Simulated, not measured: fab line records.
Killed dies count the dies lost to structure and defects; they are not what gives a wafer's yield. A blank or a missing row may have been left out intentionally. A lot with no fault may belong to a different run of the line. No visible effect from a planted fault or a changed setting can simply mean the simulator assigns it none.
What tool caused it? -- flow n5Finfet -- Sampling: 10 lots, 30 wafers, 5 of 1938 route steps

## WHAT THE GAUGES SHOWED, per wafer
N5_BEOL_M1_CD_MEAS_18: pitch 36 nm, target cd 18 nm. Usual: 18.07 nm for cdNm, sd 0.27.
lot,measured,on,cdNm (nm),flag
L326,day 7 12:14,cdSem-01,18.09 17.80 17.52,
L328,day 8 00:19,cdSem-01,18.73 18.26 18.17,
L329,day 8 07:19,cdSem-03,17.64 17.82 17.78,
L332,day 9 01:22,cdSem-02,18.70 18.13 17.95,
L333,day 9 14:19,cdSem-03,17.70 18.47 17.73,
L334,day 10 00:36,cdSem-02,17.87 17.99 17.83,
L335,day 10 01:48,cdSem-01,17.93 18.14 18.25,
L340,day 11 03:53,cdSem-02,18.05 18.08 18.00,
L341,day 11 12:32,cdSem-01,18.03 18.00 18.00,
L342,day 11 16:19,cdSem-03,17.89 18.06 17.68,

N5_BEOL_M1_OVL_MEAS_29. Usual: V0_OVL gives 0.2 nm (standard deviation 0.76).
lot,measured,on,V0_OVL (nm),flag
L326,day 7 12:35,overlay-02,0.1 0.4 0.9,
L328,day 8 00:40,overlay-01,1.5 1.0 0.9,
L329,day 8 07:43,overlay-02,0.8 0.7 0.4,
L332,day 9 01:43,overlay-02,-0.2 -1.0 0.1,
L333,day 9 14:40,overlay-01,-0.2 0.2 -0.1,
L334,day 10 01:05,overlay-02,-0.5 -0.8 -0.9,
L335,day 10 02:09,overlay-02,2.1 -0.1 1.0,
L340,day 11 04:14,overlay-02,-0.7 -1.1 1.1,
L341,day 11 12:53,overlay-01,-0.6 0.3 0.1,
L342,day 11 16:40,overlay-02,0.9 0.5 1.1,

N5_BEOL_M4_RC_MEAS_101. Usual: DIBL_N 36.3 mV/V, standard deviation 1; DIBL_P 36.2 mV/V, standard deviation 1.4; IOFF_N 0.157 nA/um, standard deviation 0.021; IOFF_P 0.206 nA/um, standard deviation 0.025; ION_N 673 uA/um, standard deviation 9; ION_P 461 uA/um, standard deviation 6.4; SS_N 71.5 mV/dec, standard deviation 0.5; SS_P 73.2 mV/dec, standard deviation 0.47; VT_N 249.9 mV, standard deviation 2.4; VT_P -250.6 mV, standard deviation 2.9.
lot,measured,on,DIBL_N (mV/V),DIBL_P (mV/V),IOFF_N (nA/um),IOFF_P (nA/um),ION_N (uA/um),ION_P (uA/um),SS_N (mV/dec),SS_P (mV/dec),VT_N (mV),VT_P (mV),flag
L326,day 9 09:32,prober-01,37.5 39.5 38.3,35.9 38.7 37.6,0.151 0.202 0.181,0.199 0.242 0.226,668 686 686,464 467 469,71.5 72.3 71.5,73.9 73.3 73.5,250.2 246.9 250.7,-249.6 -247.3 -250.6,
L328,day 9 14:26,prober-02,36.2 36.6 36.2,35.7 35.6 35.8,0.148 0.154 0.151,0.186 0.178 0.182,673 675 677,457 456 467,71.8 71.9 71.1,73.9 72.4 73.3,250.7 248.6 250.7,-252.1 -251.9 -252.5,
L329,day 9 19:16,prober-02,35.4 36.5 36.2,35.4 36.8 35.5,0.140 0.175 0.159,0.180 0.203 0.186,663 685 661,451 465 450,70.8 72.0 71.9,73.5 73.5 73.4,252.7 246.5 250.9,-250.7 -250.9 -254.0,
L332,day 10 21:08,prober-02,37.0 37.3 37.2,37.4 37.7 38.3,0.161 0.164 0.170,0.206 0.208 0.222,671 668 687,460 455 462,71.6 72.2 72.1,73.0 73.4 72.6,253.7 250.5 247.8,-251.2 -253.6 -251.6,
L333,day 11 07:20,prober-01,35.0 35.3 36.3,34.8 35.0 36.4,0.146 0.152 0.173,0.197 0.201 0.220,674 661 677,465 454 459,71.1 71.4 71.4,72.9 73.1 72.9,250.0 254.8 247.7,-252.0 -248.4 -250.4,
L334,day 11 11:57,prober-01,36.6 36.8 36.1,36.7 36.7 34.8,0.187 0.202 0.169,0.259 0.271 0.233,685 687 682,470 475 471,71.7 71.7 71.1,73.0 72.9 72.7,247.2 243.5 247.3,-244.2 -244.8 -248.5,
L335,day 11 23:32,prober-02,35.6 37.0 36.3,35.0 35.2 35.1,0.139 0.150 0.145,0.220 0.224 0.217,666 671 661,466 462 462,71.5 71.8 71.1,72.8 73.1 72.9,251.5 250.7 251.4,-247.1 -247.0 -247.4,
L340,day 12 23:17,prober-01,35.8 34.6 35.3,36.5 35.0 35.7,0.162 0.136 0.152,0.227 0.198 0.210,680 670 677,469 467 468,71.4 71.5 71.4,74.0 72.7 73.7,245.4 251.9 251.6,-247.4 -251.0 -245.4,
L341,day 13 01:10,prober-01,35.8 36.5 35.6,34.6 34.8 34.3,0.141 0.147 0.142,0.206 0.210 0.208,679 665 681,470 463 472,71.0 71.5 71.0,73.2 72.5 72.6,250.3 248.9 250.8,-247.9 -246.2 -247.9,
L342,day 13 13:49,prober-02,37.8 35.6 33.4,38.4 35.6 32.3,0.180 0.145 0.106,0.230 0.187 0.148,674 664 663,462 457 455,71.7 72.1 70.7,74.2 72.9 72.3,248.4 251.5 255.4,-251.4 -251.2 -255.0,

## WHICH TOOL RAN EACH LOT (tool, then ch and the chambers of the sampled wafers, then the start)
lot,N5_BEOL_M1_HM_OPEN_17,N5_BEOL_M1_COAT_76
L326,"rieMetal-03 ch 0, day 7 12:03","lithoTrack-05 ch 0, day 7 12:16"
L328,"rieMetal-03 ch 0, day 8 00:07","lithoTrack-03 ch 0, day 8 00:22"
L329,"rieMetal-03 ch 0,1, day 8 07:08","lithoTrack-05 ch 0, day 8 07:22"
L332,"rieMetal-02 ch 0,1, day 9 01:11","lithoTrack-05 ch 0, day 9 01:25"
L333,"rieMetal-03 ch 0,1, day 9 14:07","lithoTrack-04 ch 0, day 9 14:22"
L334,"rieMetal-03 ch 1, day 10 00:25","lithoTrack-05 ch 0, day 10 00:38"
L335,"rieMetal-03 ch 0,1, day 10 01:37","lithoTrack-05 ch 0, day 10 01:50"
L340,"rieMetal-01 ch 0,1, day 11 03:42","lithoTrack-04 ch 0, day 11 03:55"
L341,"rieMetal-02 ch 0,1, day 11 12:22","lithoTrack-03 ch 0, day 11 12:35"
L342,"rieMetal-03 ch 0,1, day 11 16:07","lithoTrack-04 ch 0, day 11 16:21"
- N5_BEOL_M1_HM_OPEN_17: chemistry Cl2/BCl3, target TiN, target depth 20 nm, overetch 6 nm.
- N5_BEOL_M1_COAT_76: time 60 s, resist thk 5 nm.

## WHAT THE TOOLS THEMSELVES READ (means of the sampled wafers that have a number; where no wafer has one, the mark that the record gives instead)
N5_BEOL_M1_HM_OPEN_17. Usual: drypumpMotorCurrentA 5.8 A, standard deviation 0.43; mfcArSccm 25.01 sccm, standard deviation 0.072; oesProductAu 0.69 a.u., standard deviation 0.073; throttleValvePct 22.15 %, standard deviation 0.1.
lot,tool,drypumpMotorCurrentA (A),mfcArSccm (sccm),oesProductAu (a.u.),throttleValvePct (%),flag
L326,rieMetal-03,5.1,24.99,0.79,22.23,
L328,rieMetal-03,5.1,24.95,0.78,22.23,
L329,rieMetal-03,5.4,25.03,0.72,22.18,
L332,rieMetal-02,6.1,24.95,0.69,22.23,
L333,rieMetal-03,5.6,24.96,0.67,22.14,
L334,rieMetal-03,6.0,25.04,0.61,22.11,
L335,rieMetal-03,5.4,24.99,0.71,22.19,
L340,rieMetal-01,5.9,25.03,0.67,22.03,
L341,rieMetal-02,6.1,25.03,0.68,22.22,
L342,rieMetal-03,5.4,25.02,0.70,22.19,

N5_BEOL_M1_COAT_76. Usual: heaterPowerTotalW 391.8 W, standard deviation 1.3; plateTempC 204.99 C, standard deviation 0.15.
lot,tool,heaterPowerTotalW (W),plateTempC (C),flag
L326,lithoTrack-05,391.1,205.03,
L328,lithoTrack-03,391.5,204.89,
L329,lithoTrack-05,390.6,204.86,
L332,lithoTrack-05,409.5,212.23,OFF
L333,lithoTrack-04,390.9,204.96,
L334,lithoTrack-05,409.8,212.12,OFF
L335,lithoTrack-05,409.4,212.06,OFF
L340,lithoTrack-04,392.8,205.17,
L341,lithoTrack-03,392.1,205.14,
L342,lithoTrack-04,391.2,204.92,

## THE ANSWER, worked out from the rows above alone
Rule: take the mean of a lot's wafers that have a number; if it is more than 3 standard deviations from the usual mean, the lot is off. A lot without any number at a reading at which 4 lots or more have one is off too. All remaining lots with rows at the step are treated as sound. First the gauges in route order, then the tools' own readings, where a lot's mean is used as printed above. At the first step where some lot is off, the reading lying furthest off is the one used; lots without a number count as furthest.
Off at N5_BEOL_M1_COAT_76 (plateTempC): L332, L334, L335.
If a tool, at that step or one of the process steps before it, ran each lot that is off and ran no sound lot following the first of them, it fits. One fits: N5_BEOL_M1_COAT_76 on lithoTrack-05. A fault onset in the window from L329 (day 8 07:22, its last sound lot) to L332 (day 9 01:25, its first lot off) fits.
The tool's own readings at N5_BEOL_M1_COAT_76 bear it out: on the lots that are off they differ by more than 5 times the standard deviation of the sound lots' means. heaterPowerTotalW reads 409.6 W there against 391.5 W on the sound lots; plateTempC reads 212.14 C there against 205.00 C on the sound lots.

## WHAT THE SIMULATOR PUT IN
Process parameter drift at N5_BEOL_M1_COAT_76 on lithoTrack-05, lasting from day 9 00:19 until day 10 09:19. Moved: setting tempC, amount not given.
Struck lots among those shown: L332, L334, L335. The same result came from the rule above.
